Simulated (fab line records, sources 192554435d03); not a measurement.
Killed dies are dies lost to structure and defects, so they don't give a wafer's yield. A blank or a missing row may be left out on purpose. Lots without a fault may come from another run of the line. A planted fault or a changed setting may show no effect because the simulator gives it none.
Chamber matching | flow n5_finfet | N5_SDB_DESCUM_16 on rie_diel-02: 4 sister chambers
The step chemistry O2, time 7.9 s. 20 wafers are shown with their chamber, then 10 later ones without.

WAFERS WITH THEIR CHAMBER
wafer  | chamber | drypump_motor_current_A (A) | showerhead_plenum_p_Torr (Torr) | oes_product_au (a.u.)
L075.2 | 1       | 5.4                         | 2.07                            | 0.74
L075.5 | 3       | 6.6                         | 2.10                            | 0.78
L075.6 | 2       | 6.3                         | 2.22                            | 0.95
L076.4 | 2       | 6.4                         | 2.22                            | 0.93
L076.5 | 0       | 6.0                         | 2.01                            | 0.82
L076.6 | 3       | 6.6                         | 2.10                            | 0.77
L080.2 | 2       | 6.4                         | 2.22                            | 0.93
L080.5 | 1       | 5.4                         | 2.07                            | 0.73
L080.6 | 0       | 6.0                         | 2.01                            | 0.82
L083.2 | 2       | 6.3                         | 2.21                            | 0.92
L083.3 | 1       | 5.4                         | 2.07                            | 0.73
L083.6 | 0       | 6.0                         | 2.01                            | 0.82
L087.3 | 2       | 6.3                         | 2.21                            | 0.89
L087.5 | 2       | 6.3                         | 2.21                            | 0.89
L087.6 | 3       | 6.6                         | 2.09                            | 0.75
L089.1 | 2       | 6.4                         | 2.21                            | 0.88
L089.3 | 3       | 6.6                         | 2.09                            | 0.76
L089.6 | 1       | 5.4                         | 2.07                            | 0.72
L090.2 | 3       | 6.6                         | 2.09                            | 0.74
L090.3 | 2       | 6.4                         | 2.21                            | 0.88

SIGNATURES (means of the wafers above)
reading                  | chamber 0 | chamber 1 | chamber 2 | chamber 3 | scatter within a chamber
drypump_motor_current_A  | 6.000     | 5.400     | 6.350     | 6.600     | 0.0354
showerhead_plenum_p_Torr | 2.0100    | 2.0700    | 2.2138    | 2.0940    | 0.00438
oes_product_au           | 0.8200    | 0.7300    | 0.9088    | 0.7600    | 0.0198
Rule: a wafer's distance from a chamber is the root of the sum, over the readings, of the square of ((its reading less the chamber's mean) divided by the reading's scatter). The wafer belongs to the nearest chamber; if the next one is less than 2 further off, it can't be placed. The scatter: the root of (the sum of the squares of (reading less its chamber's mean) over the shown wafers, divided by (wafers less chambers)).

WAFERS WITHOUT THEIR CHAMBER
wafer  | drypump_motor_current_A (A) | showerhead_plenum_p_Torr (Torr) | oes_product_au (a.u.)
L090.6 | 6.4                         | 2.21                            | 0.88
L092.1 | 5.4                         | 2.06                            | 0.70
L092.3 | 6.3                         | 2.21                            | 0.88
L092.6 | 6.3                         | 2.21                            | 0.87
L096.1 | 5.5                         | 2.06                            | 0.71
L096.3 | 6.0                         | 2.00                            | 0.78
L096.4 | 6.6                         | 2.08                            | 0.73
L097.1 | 5.4                         | 2.06                            | 0.70
L097.2 | 6.6                         | 2.08                            | 0.74
L097.5 | 6.0                         | 2.00                            | 0.77

WHICH CHAMBER EACH WENT THROUGH
wafer  | from the rows above | in truth
L090.6 | 2                   | 2
L092.1 | 1                   | 1
L092.3 | 2                   | 2
L092.6 | 2                   | 2
L096.1 | 1                   | 1
L096.3 | 0                   | 0
L096.4 | 3                   | 3
L097.1 | 1                   | 1
L097.2 | 3                   | 3
L097.5 | 0                   | 0
Placed correctly: 10 of 10. Can't be placed from these rows: 0. Placed wrongly: 0.
